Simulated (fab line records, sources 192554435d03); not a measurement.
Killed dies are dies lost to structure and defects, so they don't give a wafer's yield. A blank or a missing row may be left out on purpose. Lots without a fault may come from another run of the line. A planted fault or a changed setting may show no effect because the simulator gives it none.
Chamber matching | flow n5_finfet | N5_BEOL_M10_CURE_71 on uv_cure-03: 3 sister chambers
The step cures SiCOH lowk, time 240 s. 6 wafers are shown with their chamber, then 10 later ones without.

WAFERS WITH THEIR CHAMBER
wafer  | chamber | wafer_temp_C_max | lamp_power_pct (%)
L085.4 | 1       | 386.4            | 52.27
L085.5 | 1       | 386.9            | 52.32
L086.5 | 2       | 386.2            | 52.33
L086.6 | 2       | 386.3            | 52.28
L093.1 | 0       | 387.7            | 52.26
L093.4 | 0       | 387.9            | 52.32

WAFERS WITHOUT THEIR CHAMBER
wafer  | wafer_temp_C_max | lamp_power_pct (%)
L093.5 | 387.7            | 52.31
L094.1 | 387.2            | 52.35
L094.2 | 387.3            | 52.37
L094.4 | 387.3            | 52.28
L095.2 | 387.2            | 52.33
L095.3 | 387.4            | 52.32
L095.6 | 387.3            | 52.28
L096.3 | 386.4            | 52.28
L096.4 | 386.6            | 52.37
L096.5 | 386.6            | 52.33

WHICH CHAMBER EACH WENT THROUGH
wafer  | from the rows above          | in truth
L093.5 | 0                            | 0
L094.1 | can't be placed: 1 or 0 or 2 | 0
L094.2 | can't be placed: 0 or 1 or 2 | 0
L094.4 | can't be placed: 0 or 1      | 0
L095.2 | can't be placed: 1 or 0 or 2 | 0
L095.3 | can't be placed: 0 or 1      | 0
L095.6 | can't be placed: 0 or 1      | 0
L096.3 | can't be placed: 2 or 1      | 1
L096.4 | can't be placed: 1 or 2      | 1
L096.5 | can't be placed: 1 or 2      | 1
Placed correctly: 1 of 10. Can't be placed from these rows: 9 (the true chamber is among the candidates in 9). Placed wrongly: 0.
How it was worked out, from the rows above alone: a wafer's distance from a chamber is the root of the sum, over the readings, of the square of ((its reading less the chamber's mean) divided by the reading's scatter). The wafer belongs to the nearest chamber; if the next one is less than 2 further off, it can't be placed. A chamber's mean is the mean of its shown wafers. The scatter: the root of (the sum of the squares of (reading less its chamber's mean) over the shown wafers, divided by (wafers less chambers)).
